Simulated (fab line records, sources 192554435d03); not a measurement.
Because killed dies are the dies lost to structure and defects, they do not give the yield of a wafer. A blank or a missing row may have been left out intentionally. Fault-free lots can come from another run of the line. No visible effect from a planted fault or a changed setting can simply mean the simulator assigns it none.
Split-lot experiment :: flow n5-finfet :: route with 1938 steps; 7 lots, 39 wafers read

## THE SPLIT
At N5_FIN_SAQP_HM_DEP_72 (deposits SiO2 from SiH4/N2O, target thk 12 nm, time 7.2 s), the setting target-thk-a was moved away from the recipe's 120 angstrom on 15 of the 39 wafers read, by -34.9% to +33.7%. For the rest of the wafers, this setting stayed at what the recipe calls for.

## FROM THE SPLIT TO THE READING: what the file shows between them, 4 steps
- N5_FIN_SAQP_COAT_49: time 60 s, resist thk 100 nm
- N5_FIN_SAQP_COAT_50: time 60 s, resist thk 35 nm
- N5_FIN_SAQP_ETCH_52: etches SOC in N2/H2, target depth 100 nm, overetch 20 nm, time 150 s
- N5_FIN_SAQP_STRIP_53: strips in N2/H2

## THE READING
etch.depth-nm (the simulator's own value, which no gauge read), in nm, at N5_FIN_SAQP_HM_OPEN_73 (chemistry CHF3/O2, target SiO2, stops on a-Si, target depth 12 nm, time 16.8 s). The file does not state a usual value for it. Average 11.932 nm, standard deviation 0.24 nm, over the 24 wafers here run with the recipe.

wafer: L076.1
tool, chamber at the split: pecvd-03, 1
target-thk-a as run, angstrom: 160.5
against the recipe: +33.7%
etch.depth-nm, nm: 15.7
against lot-mates on the recipe: +3.870

wafer: L076.2
tool, chamber at the split: pecvd-03, 0,1
target-thk-a as run, angstrom: 120
against the recipe: recipe
etch.depth-nm, nm: 11.79
against lot-mates on the recipe: -

wafer: L076.5
tool, chamber at the split: pecvd-03, 0,1
target-thk-a as run, angstrom: 120
against the recipe: recipe
etch.depth-nm, nm: 11.79
against lot-mates on the recipe: -

wafer: L076.3
tool, chamber at the split: pecvd-03, 2
target-thk-a as run, angstrom: 120
against the recipe: recipe
etch.depth-nm, nm: 11.91
against lot-mates on the recipe: -

wafer: L076.4
tool, chamber at the split: pecvd-03, 2
target-thk-a as run, angstrom: 160.5
against the recipe: +33.7%
etch.depth-nm, nm: 15.85
against lot-mates on the recipe: +4.020

wafer: L076.6
tool, chamber at the split: pecvd-03, 0
target-thk-a as run, angstrom: 160.5
against the recipe: +33.7%
etch.depth-nm, nm: 15.87
against lot-mates on the recipe: +4.040

wafer: L086.1
tool, chamber at the split: pecvd-01, 1
target-thk-a as run, angstrom: 120
against the recipe: recipe
etch.depth-nm, nm: 11.74
against lot-mates on the recipe: -

wafer: L086.2
tool, chamber at the split: pecvd-01, 2
target-thk-a as run, angstrom: 120
against the recipe: recipe
etch.depth-nm, nm: 11.29
against lot-mates on the recipe: -

wafer: L086.3
tool, chamber at the split: pecvd-01, 0
target-thk-a as run, angstrom: 120
against the recipe: recipe
etch.depth-nm, nm: 11.78
against lot-mates on the recipe: -

wafer: L086.4
tool, chamber at the split: pecvd-01, 0
target-thk-a as run, angstrom: 120
against the recipe: recipe
etch.depth-nm, nm: 12.09
against lot-mates on the recipe: -

wafer: L086.5
tool, chamber at the split: pecvd-01, 2
target-thk-a as run, angstrom: 120
against the recipe: recipe
etch.depth-nm, nm: 11.45
against lot-mates on the recipe: -

wafer: L086.6
tool, chamber at the split: pecvd-01, 1
target-thk-a as run, angstrom: 120
against the recipe: recipe
etch.depth-nm, nm: 11.84
against lot-mates on the recipe: -

wafer: L090.1
tool, chamber at the split: pecvd-04, 0
target-thk-a as run, angstrom: 120
against the recipe: recipe
etch.depth-nm, nm: 12.06
against lot-mates on the recipe: -

wafer: L090.2
tool, chamber at the split: pecvd-04, 1
target-thk-a as run, angstrom: 78.07
against the recipe: -34.9%
etch.depth-nm, nm: 7.865
against lot-mates on the recipe: -4.228

wafer: L090.3
tool, chamber at the split: pecvd-04, 2
target-thk-a as run, angstrom: 120
against the recipe: recipe
etch.depth-nm, nm: 12.18
against lot-mates on the recipe: -

wafer: L090.4
tool, chamber at the split: pecvd-04, 0
target-thk-a as run, angstrom: 78.07
against the recipe: -34.9%
etch.depth-nm, nm: 8.026
against lot-mates on the recipe: -4.067

wafer: L090.5
tool, chamber at the split: pecvd-04, 2
target-thk-a as run, angstrom: 78.07
against the recipe: -34.9%
etch.depth-nm, nm: 8.136
against lot-mates on the recipe: -3.957

wafer: L090.6
tool, chamber at the split: pecvd-04, 1
target-thk-a as run, angstrom: 120
against the recipe: recipe
etch.depth-nm, nm: 12.04
against lot-mates on the recipe: -

wafer: L091.1
tool, chamber at the split: pecvd-04, 1
target-thk-a as run, angstrom: 94.62
against the recipe: -21.1%
etch.depth-nm, nm: 9.214
against lot-mates on the recipe: -2.786

wafer: L091.2
tool, chamber at the split: pecvd-04, 2
target-thk-a as run, angstrom: 94.62
against the recipe: -21.1%
etch.depth-nm, nm: 9.319
against lot-mates on the recipe: -2.681

wafer: L091.3
tool, chamber at the split: pecvd-04, 0
target-thk-a as run, angstrom: 120
against the recipe: recipe
etch.depth-nm, nm: 11.9
against lot-mates on the recipe: -

wafer: L091.4
tool, chamber at the split: pecvd-04, 0
target-thk-a as run, angstrom: 94.62
against the recipe: -21.1%
etch.depth-nm, nm: 9.428
against lot-mates on the recipe: -2.572

wafer: L091.5
tool, chamber at the split: pecvd-04, 2
target-thk-a as run, angstrom: 120
against the recipe: recipe
etch.depth-nm, nm: 12.21
against lot-mates on the recipe: -

wafer: L091.6
tool, chamber at the split: pecvd-04, 1
target-thk-a as run, angstrom: 120
against the recipe: recipe
etch.depth-nm, nm: 11.89
against lot-mates on the recipe: -

wafer: L094.1
tool, chamber at the split: pecvd-03, 0
target-thk-a as run, angstrom: 120
against the recipe: recipe
etch.depth-nm, nm: 11.9
against lot-mates on the recipe: -

wafer: L094.2
tool, chamber at the split: pecvd-03, 2
target-thk-a as run, angstrom: 95.1
against the recipe: -20.8%
etch.depth-nm, nm: 9.671
against lot-mates on the recipe: -2.419

wafer: L094.3
tool, chamber at the split: pecvd-03, 1
target-thk-a as run, angstrom: 95.1
against the recipe: -20.8%
etch.depth-nm, nm: 9.49
against lot-mates on the recipe: -2.600

wafer: L094.4
tool, chamber at the split: pecvd-03, 0
target-thk-a as run, angstrom: 95.1
against the recipe: -20.8%
etch.depth-nm, nm: 9.746
against lot-mates on the recipe: -2.344

wafer: L094.5
tool, chamber at the split: pecvd-03, 1
target-thk-a as run, angstrom: 120
against the recipe: recipe
etch.depth-nm, nm: 12.18
against lot-mates on the recipe: -

wafer: L094.6
tool, chamber at the split: pecvd-03, 2
target-thk-a as run, angstrom: 120
against the recipe: recipe
etch.depth-nm, nm: 12.19
against lot-mates on the recipe: -

wafer: L095.1
tool, chamber at the split: pecvd-03, 1
target-thk-a as run, angstrom: 120
against the recipe: recipe
etch.depth-nm, nm: 12.14
against lot-mates on the recipe: -

wafer: L095.2
tool, chamber at the split: pecvd-03, 2
target-thk-a as run, angstrom: 120
against the recipe: recipe
etch.depth-nm, nm: 12.2
against lot-mates on the recipe: -

wafer: L095.3
tool, chamber at the split: pecvd-03, 0
target-thk-a as run, angstrom: 90.75
against the recipe: -24.4%
etch.depth-nm, nm: 9.215
against lot-mates on the recipe: -2.998

wafer: L095.4
tool, chamber at the split: pecvd-03, 1
target-thk-a as run, angstrom: 90.75
against the recipe: -24.4%
etch.depth-nm, nm: 9.269
against lot-mates on the recipe: -2.944

wafer: L095.5
tool, chamber at the split: pecvd-03, 0
target-thk-a as run, angstrom: 90.75
against the recipe: -24.4%
etch.depth-nm, nm: 9.463
against lot-mates on the recipe: -2.750

wafer: L095.6
tool, chamber at the split: pecvd-03, 2
target-thk-a as run, angstrom: 120
against the recipe: recipe
etch.depth-nm, nm: 12.3
against lot-mates on the recipe: -

wafer: L096.1
tool, chamber at the split: pecvd-01, 1
target-thk-a as run, angstrom: 120
against the recipe: recipe
etch.depth-nm, nm: 11.72
against lot-mates on the recipe: -

wafer: L096.4
tool, chamber at the split: pecvd-01, 0
target-thk-a as run, angstrom: 120
against the recipe: recipe
etch.depth-nm, nm: 12.04
against lot-mates on the recipe: -

wafer: L096.5
tool, chamber at the split: pecvd-01, 2
target-thk-a as run, angstrom: 120
against the recipe: recipe
etch.depth-nm, nm: 11.74
against lot-mates on the recipe: -
If several chambers appear in one row, that row covers several wafers at once and the file leaves open which wafer was in which chamber.

FIT RESULTS
A straight line over all 39 wafers: etch.depth-nm changes by +0.114 nm for each +1% of target-thk-a; r = +0.99; the points scatter about the line by 0.22 nm.
The same after taking each lot's own level away (the mean of its wafers on the recipe; 39 wafers): +0.119 nm for each +1%; r = +1.00; scatter 0.15 nm.
On that fit, the largest move of target-thk-a shifts the reading by 4.1 nm.
The span of the lots' own levels, 11.6983 to 12.2133 nm, comes to 2.1 times the standard deviation stated above.
So the lot-to-lot level changes the slope little: the two slopes agree.
Check: -4.15 nm against its lot-mates is what the line predicts for one of the wafers moved furthest among these (-34.9%) when that wafer is left out of the fit. It came out at -4.23 nm against them.

## OTHER SPLITS ON THESE WAFERS
Before the reading, these wafers also passed through other splits. Each is held against what the fit with the lots' levels taken away leaves over:
other split on the same wafers: N5_ZERO_LAYER_PECVD_02 time-s
wafers away from the commonest value: 18
r with etch.depth-nm (lot level and that fit taken away): -0.05

## THE WHOLE CHAIN: every reading that the file lists as answering this split, in the file's order
step: N5_FIN_SAQP_HM_DEP_72
what it does: deposits SiO2 from SiH4/N2O, target thk 12 nm, time 7.2 s
reading: SiO2_of_FIN_SAQP_HM_DEP_72.thk-nm (the simulator's own value, which no gauge read)
change (the file's fit): +0.119 nm for each +1% of the setting
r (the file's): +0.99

step: N5_FIN_SAQP_HM_OPEN_73
what it does: chemistry CHF3/O2, target SiO2, stops on a-Si, target depth 12 nm, time 16.8 s
reading: etch.depth-nm (the simulator's own value, which no gauge read)
change (the file's fit): +0.119 nm for each +1% of the setting
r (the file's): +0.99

## THE FILE'S OWN FIT
etch.depth-nm changes by +0.119 nm for each +1% of target-thk-a, r = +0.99.
